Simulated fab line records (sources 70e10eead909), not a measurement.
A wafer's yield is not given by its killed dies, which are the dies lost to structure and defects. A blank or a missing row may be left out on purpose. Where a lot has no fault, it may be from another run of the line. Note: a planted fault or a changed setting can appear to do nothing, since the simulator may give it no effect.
Check for tools in common ; flow nand_harc ; 12 lots and 36 wafers in the sample

== REASON IT WAS OPENED ==
At NHARC_A_ONON_D2_THK_MEAS_11 the reading thk_nm is flagged on 3 of 12 lots. No-fault wafers: 994 nm, standard deviation 12.
Rule: a lot is flagged when every wafer of it that has a number lies more than 4 standard deviations from that mean, or none has a number. The other lots count as sound.

lot;measured;on;thk_nm (nm), wafer by wafer;flag
L509;day 12 11:27;film_metro-01;991 989 992;
L511;day 12 22:50;film_metro-02;986 987 986;
L512;day 13 13:19;film_metro-01;1011 1010 1011;
L510;day 13 23:33;film_metro-02;973 974 974;
L513;day 14 02:38;film_metro-02;1012 1014 1013;
L516;day 15 11:29;film_metro-01;1528 1525 1526;FLAGGED
L518;day 16 00:02;film_metro-01;1487 1488 1486;FLAGGED
L519;day 16 19:04;film_metro-01;1514 1512 1516;FLAGGED
L520;day 16 19:04;film_metro-02;1007 1007 1006;
L523;day 17 22:50;film_metro-01;984 982 985;
L524;day 18 13:52;film_metro-02;998 998 1000;
L530;day 20 20:56;film_metro-02;998 997 998;
The numbers of the flagged lots are 1509 nm on average: +515 nm against the usual, or +43 standard deviations.

== TOOL THAT RAN EACH LOT ==
4 process steps preceding the reading are held in the record, out of 1302 steps in the route. In each cell: the tool, then ch and the chambers that the sampled wafers went through, then the start.
lot;flag;NHARC_A_CHANNEL_HOLE_D1_ETCH_44;NHARC_A_CHANNEL_FILL_D1_STRIP_28;NHARC_A_CHANNEL_FILL_D1_ETCHBACK_08;NHARC_A_ONON_D2_DEP_09
L509;;rie_diel-09 ch 2,3, day 8 21:12;rie_diel-03 ch 1,3, day 9 23:01;rie_diel-12 ch 1,2,3, day 12 11:00 or earlier;pecvd_onon-04 ch 0, day 12 11:00
L511;;rie_diel-09 ch 2,3, day 9 08:36;rie_diel-04 ch 0,2,3, day 10 10:09;rie_diel-04 ch 2,3, day 12 22:19 or earlier;pecvd_onon-04 ch 0, day 12 22:19
L512;;rie_diel-09 ch 0,2,3, day 9 15:28;rie_diel-12 ch 1,2,3, day 11 01:22;rie_diel-12 ch 0,2,3, day 13 12:51 or earlier;pecvd_onon-04 ch 0, day 13 12:51
L510;;rie_diel-09 ch 0,3, day 10 02:26;rie_diel-04 ch 0,1,3, day 11 08:06;rie_diel-04 ch 1,2,3, day 13 23:09 or earlier;pecvd_onon-03 ch 0, day 13 23:09
L513;;rie_diel-09 ch 0,1,3, day 10 09:23;rie_diel-04 ch 0,1,2, day 11 11:27;rie_diel-12 ch 0,1, day 14 02:07 or earlier;pecvd_onon-03 ch 0, day 14 02:07
L516;FLAGGED;rie_diel-09 ch 0,1,2, day 11 17:45;rie_diel-12 ch 1,3, day 13 00:16;rie_diel-12 ch 1,3, day 15 10:58 or earlier;pecvd_onon-04 ch 0, day 15 10:58
L518;FLAGGED;rie_diel-09 ch 0,2,3, day 12 10:01;rie_diel-12 ch 0,3, day 13 09:00;rie_diel-12 ch 2,3, day 15 23:32 or earlier;pecvd_onon-04 ch 0, day 15 23:32
L519;FLAGGED;rie_diel-07 ch 1,3, day 13 02:22;rie_diel-03 ch 1,2,3, day 14 05:10;rie_diel-03 ch 0,2,3, day 16 18:37 or earlier;pecvd_onon-04 ch 0, day 16 18:37
L520;;rie_diel-09 ch 0,2,3, day 13 06:44;rie_diel-12 ch 0,2,3, day 14 05:10;rie_diel-12 ch 0,1,2, day 16 18:34 or earlier;pecvd_onon-02 ch 0, day 16 18:34
L523;;rie_diel-09 ch 0,1,2, day 14 08:41;rie_diel-04 ch 1,2,3, day 15 10:02;rie_diel-12 ch 1,2,3, day 17 22:26 or earlier;pecvd_onon-02 ch 0, day 17 22:26
L524;;rie_diel-09 ch 0,3, day 15 01:03;rie_diel-12 ch 0,1,3, day 16 04:52;rie_diel-03 ch 0,1, day 18 13:21 or earlier;pecvd_onon-03 ch 0, day 18 13:21
L530;;rie_diel-09 ch 1,2,3, day 17 03:34;rie_diel-12 ch 1,2,3, day 18 05:06;rie_diel-03 ch 0,1,2, day 20 20:25 or earlier;pecvd_onon-03 ch 0, day 20 20:25
What these steps do:
- NHARC_A_CHANNEL_HOLE_D1_ETCH_44: etches the open film in CF4/O2, target depth 140 nm, overetch 14 nm, time 77 s.
- NHARC_A_CHANNEL_FILL_D1_STRIP_28: strips in O2, time 20 s.
- NHARC_A_CHANNEL_FILL_D1_ETCHBACK_08: etches the open film in C4F8, target depth 220 nm, time 110 s.
- NHARC_A_ONON_D2_DEP_09: target thk 1000 nm.
- NHARC_A_ONON_D2_THK_MEAS_11: measures by ellipsometry.

== FLAGGED OVER TOTAL, TOOL BY TOOL (the gauges that took the reading come last) ==
step;tool;lots run;flagged;share of the flagged lots;sound lots run after its first flagged lot
NHARC_A_CHANNEL_HOLE_D1_ETCH_44;rie_diel-07;1;1;some;0
NHARC_A_CHANNEL_HOLE_D1_ETCH_44;rie_diel-09;11;2;some;4 (L520,L523,L524,L530)
NHARC_A_CHANNEL_FILL_D1_STRIP_28;rie_diel-03;2;1;some;0
NHARC_A_CHANNEL_FILL_D1_STRIP_28;rie_diel-04;4;0;none;-
NHARC_A_CHANNEL_FILL_D1_STRIP_28;rie_diel-12;6;2;some;3 (L520,L524,L530)
NHARC_A_CHANNEL_FILL_D1_ETCHBACK_08;rie_diel-03;3;1;some;2 (L524,L530)
NHARC_A_CHANNEL_FILL_D1_ETCHBACK_08;rie_diel-04;2;0;none;-
NHARC_A_CHANNEL_FILL_D1_ETCHBACK_08;rie_diel-12;7;2;some;2 (L520,L523)
NHARC_A_ONON_D2_DEP_09;pecvd_onon-02;2;0;none;-
NHARC_A_ONON_D2_DEP_09;pecvd_onon-03;4;0;none;-
NHARC_A_ONON_D2_DEP_09;pecvd_onon-04;6;3;all;0
NHARC_A_ONON_D2_THK_MEAS_11;film_metro-01;6;3;all;1 (L523)
NHARC_A_ONON_D2_THK_MEAS_11;film_metro-02;6;0;none;-
NHARC_A_CHANNEL_FILL_D1_ETCHBACK_08: start missing for some lots; hours and lot order therefore follow NHARC_A_ONON_D2_DEP_09.

== WHAT THE TABLE PERMITS ==
2 rows of the table ran every flagged lot: pecvd_onon-04 at NHARC_A_ONON_D2_DEP_09, film_metro-01 at NHARC_A_ONON_D2_THK_MEAS_11.
- pecvd_onon-04 at NHARC_A_ONON_D2_DEP_09: 3 of its 6 lots flagged. It ran its last sound lot, L512, at day 13 12:51 and its first flagged lot, L516, at day 15 10:58: a fault with its onset between the two fits.
- film_metro-01 at NHARC_A_ONON_D2_THK_MEAS_11: 3 of its 6 lots flagged. Sound lots followed the first flagged one (L523) on it, something a lasting fault affecting the whole tool could not allow.
What remains is a single tool, pecvd_onon-04 at NHARC_A_ONON_D2_DEP_09.

== WHAT THE SIMULATOR HAD INSERTED ==
Process parameter drift: pecvd_onon-04, from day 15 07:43 on, at NHARC_A_ONON_D2_DEP_09. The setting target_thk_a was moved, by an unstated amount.
Struck lots among those shown: L516, L518, L519. The rule above found the same.
